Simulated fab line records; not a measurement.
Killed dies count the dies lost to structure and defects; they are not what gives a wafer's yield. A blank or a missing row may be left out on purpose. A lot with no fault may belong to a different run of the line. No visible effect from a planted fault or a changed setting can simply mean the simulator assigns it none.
Split-lot study / flow n5Finfet / 39 wafers read across 7 lots, on a route 1938 steps long

SPLIT DETAILS
At N5_FIN_SAQP_ETCH_65 (etches SiO2 in CF4, target depth 4 nm, time 4.4 s), the setting timeS was moved away from the recipe's 4.4 s on 15 of the 39 wafers read, by -20.7% to +22.1%. For the rest of the wafers, this setting stayed at what the recipe calls for.

The split's own step is where the reading is taken.

THE READING
etch.depthNm (the simulator's own value, which no gauge read), in nm, at N5_FIN_SAQP_ETCH_65 (etches SiO2 in CF4, target depth 4 nm, time 4.4 s). No usual value for it is given in the file. The 24 wafers here that ran the recipe average 3.938 nm, standard deviation 0.064 nm.

wafer=L076.2; tool, chamber at the split=rieSi-02, 1; timeS as run, s=4.4; against the recipe=recipe; etch.depthNm, nm=3.908; against lot-mates on the recipe=-
wafer=L076.3; tool, chamber at the split=rieSi-02, 0; timeS as run, s=4.4; against the recipe=recipe; etch.depthNm, nm=4.033; against lot-mates on the recipe=-
wafer=L076.4; tool, chamber at the split=rieSi-02, 2; timeS as run, s=4.4; against the recipe=recipe; etch.depthNm, nm=4; against lot-mates on the recipe=-
wafer=L078.1; tool, chamber at the split=rieSi-01, 0; timeS as run, s=4.4; against the recipe=recipe; etch.depthNm, nm=3.928; against lot-mates on the recipe=-
wafer=L078.2; tool, chamber at the split=rieSi-01, 2; timeS as run, s=4.4; against the recipe=recipe; etch.depthNm, nm=3.884; against lot-mates on the recipe=-
wafer=L078.3; tool, chamber at the split=rieSi-01, 3; timeS as run, s=4.931; against the recipe=+12.1%; etch.depthNm, nm=4.444; against lot-mates on the recipe=+0.512
wafer=L078.4; tool, chamber at the split=rieSi-01, 1; timeS as run, s=4.931; against the recipe=+12.1%; etch.depthNm, nm=4.345; against lot-mates on the recipe=+0.413
wafer=L078.5; tool, chamber at the split=rieSi-01, 2; timeS as run, s=4.931; against the recipe=+12.1%; etch.depthNm, nm=4.327; against lot-mates on the recipe=+0.395
wafer=L078.6; tool, chamber at the split=rieSi-01, 3; timeS as run, s=4.4; against the recipe=recipe; etch.depthNm, nm=3.983; against lot-mates on the recipe=-
wafer=L082.1; tool, chamber at the split=rieSi-04, 0; timeS as run, s=3.49; against the recipe=-20.7%; etch.depthNm, nm=3.126; against lot-mates on the recipe=-0.799
wafer=L082.2; tool, chamber at the split=rieSi-04, 1; timeS as run, s=3.49; against the recipe=-20.7%; etch.depthNm, nm=3.021; against lot-mates on the recipe=-0.904
wafer=L082.3; tool, chamber at the split=rieSi-04, 3; timeS as run, s=3.49; against the recipe=-20.7%; etch.depthNm, nm=3.11; against lot-mates on the recipe=-0.815
wafer=L082.4; tool, chamber at the split=rieSi-04, 2; timeS as run, s=4.4; against the recipe=recipe; etch.depthNm, nm=3.962; against lot-mates on the recipe=-
wafer=L082.5; tool, chamber at the split=rieSi-04, 0; timeS as run, s=4.4; against the recipe=recipe; etch.depthNm, nm=3.982; against lot-mates on the recipe=-
wafer=L082.6; tool, chamber at the split=rieSi-04, 1; timeS as run, s=4.4; against the recipe=recipe; etch.depthNm, nm=3.83; against lot-mates on the recipe=-
wafer=L086.1; tool, chamber at the split=rieSi-01, 2; timeS as run, s=4.4; against the recipe=recipe; etch.depthNm, nm=3.882; against lot-mates on the recipe=-
wafer=L086.2; tool, chamber at the split=rieSi-01, 0; timeS as run, s=5.22; against the recipe=+18.6%; etch.depthNm, nm=4.791; against lot-mates on the recipe=+0.818
wafer=L086.3; tool, chamber at the split=rieSi-01, 3; timeS as run, s=4.4; against the recipe=recipe; etch.depthNm, nm=4.006; against lot-mates on the recipe=-
wafer=L086.4; tool, chamber at the split=rieSi-01, 1; timeS as run, s=5.22; against the recipe=+18.6%; etch.depthNm, nm=4.683; against lot-mates on the recipe=+0.710
wafer=L086.5; tool, chamber at the split=rieSi-01, 0; timeS as run, s=4.4; against the recipe=recipe; etch.depthNm, nm=4.032; against lot-mates on the recipe=-
wafer=L086.6; tool, chamber at the split=rieSi-01, 1; timeS as run, s=5.22; against the recipe=+18.6%; etch.depthNm, nm=4.694; against lot-mates on the recipe=+0.721
wafer=L089.1; tool, chamber at the split=rieSi-04, 0; timeS as run, s=5.371; against the recipe=+22.1%; etch.depthNm, nm=4.851; against lot-mates on the recipe=+0.942
wafer=L089.2; tool, chamber at the split=rieSi-04, 1; timeS as run, s=4.4; against the recipe=recipe; etch.depthNm, nm=3.829; against lot-mates on the recipe=-
wafer=L089.3; tool, chamber at the split=rieSi-04, 3; timeS as run, s=4.4; against the recipe=recipe; etch.depthNm, nm=3.941; against lot-mates on the recipe=-
wafer=L089.4; tool, chamber at the split=rieSi-04, 2; timeS as run, s=4.4; against the recipe=recipe; etch.depthNm, nm=3.956; against lot-mates on the recipe=-
wafer=L089.5; tool, chamber at the split=rieSi-04, 1; timeS as run, s=5.371; against the recipe=+22.1%; etch.depthNm, nm=4.642; against lot-mates on the recipe=+0.733
wafer=L089.6; tool, chamber at the split=rieSi-04, 0; timeS as run, s=5.371; against the recipe=+22.1%; etch.depthNm, nm=4.857; against lot-mates on the recipe=+0.948
wafer=L091.1; tool, chamber at the split=rieSi-01, 1; timeS as run, s=4.4; against the recipe=recipe; etch.depthNm, nm=3.897; against lot-mates on the recipe=-
wafer=L091.2; tool, chamber at the split=rieSi-01, 0; timeS as run, s=4.4; against the recipe=recipe; etch.depthNm, nm=3.967; against lot-mates on the recipe=-
wafer=L091.3; tool, chamber at the split=rieSi-01, 3; timeS as run, s=4.4; against the recipe=recipe; etch.depthNm, nm=3.992; against lot-mates on the recipe=-
wafer=L091.4; tool, chamber at the split=rieSi-01, 2; timeS as run, s=4.4; against the recipe=recipe; etch.depthNm, nm=3.851; against lot-mates on the recipe=-
wafer=L091.5; tool, chamber at the split=rieSi-01, 1; timeS as run, s=4.4; against the recipe=recipe; etch.depthNm, nm=3.885; against lot-mates on the recipe=-
wafer=L091.6; tool, chamber at the split=rieSi-01, 2; timeS as run, s=4.4; against the recipe=recipe; etch.depthNm, nm=3.846; against lot-mates on the recipe=-
wafer=L092.1; tool, chamber at the split=rieSi-02, 0; timeS as run, s=5.341; against the recipe=+21.4%; etch.depthNm, nm=4.864; against lot-mates on the recipe=+0.890
wafer=L092.2; tool, chamber at the split=rieSi-02, 1; timeS as run, s=4.4; against the recipe=recipe; etch.depthNm, nm=3.905; against lot-mates on the recipe=-
wafer=L092.3; tool, chamber at the split=rieSi-02, 2; timeS as run, s=4.4; against the recipe=recipe; etch.depthNm, nm=3.994; against lot-mates on the recipe=-
wafer=L092.4; tool, chamber at the split=rieSi-02, 3; timeS as run, s=4.4; against the recipe=recipe; etch.depthNm, nm=4.023; against lot-mates on the recipe=-
wafer=L092.5; tool, chamber at the split=rieSi-02, 0; timeS as run, s=5.341; against the recipe=+21.4%; etch.depthNm, nm=4.898; against lot-mates on the recipe=+0.924
wafer=L092.6; tool, chamber at the split=rieSi-02, 1; timeS as run, s=5.341; against the recipe=+21.4%; etch.depthNm, nm=4.725; against lot-mates on the recipe=+0.751

THE FIT
A straight line over all 39 wafers: etch.depthNm changes by +0.0405 nm for each +1% of timeS; r = +0.99; the points scatter about the line by 0.071 nm.
The same after taking each lot's own level away (the mean of its wafers on the recipe; 39 wafers): +0.0399 nm for each +1%; r = +0.99; scatter 0.063 nm.
That fit puts the effect of the largest move of timeS on the reading at 0.88 nm.
From 3.9063 to 3.9803 nm: that is the span of the lots' own levels, equal to 1.2 times the standard deviation above.
Consequently the slope shifts little with the lot-to-lot level, the two slopes agreeing.
Check: for one of the wafers moved furthest among these (+22.1%), held out of the fit, the line's prediction against its lot-mates is +0.87 nm. It came out at +0.942 nm against them.

OTHER SPLITS ON THESE WAFERS
Other splits were also applied to these wafers ahead of the reading. Each is held against what the fit with the lots' levels taken away leaves over:
other split on the same wafers=N5_WELL_APT_IMPLANT_31 energyKev; wafers away from the commonest value=18; r with etch.depthNm (lot level and that fit taken away)=+0.19

THE FILE'S OWN FIT
etch.depthNm changes by +0.0398 nm for each +1% of timeS, r = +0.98.
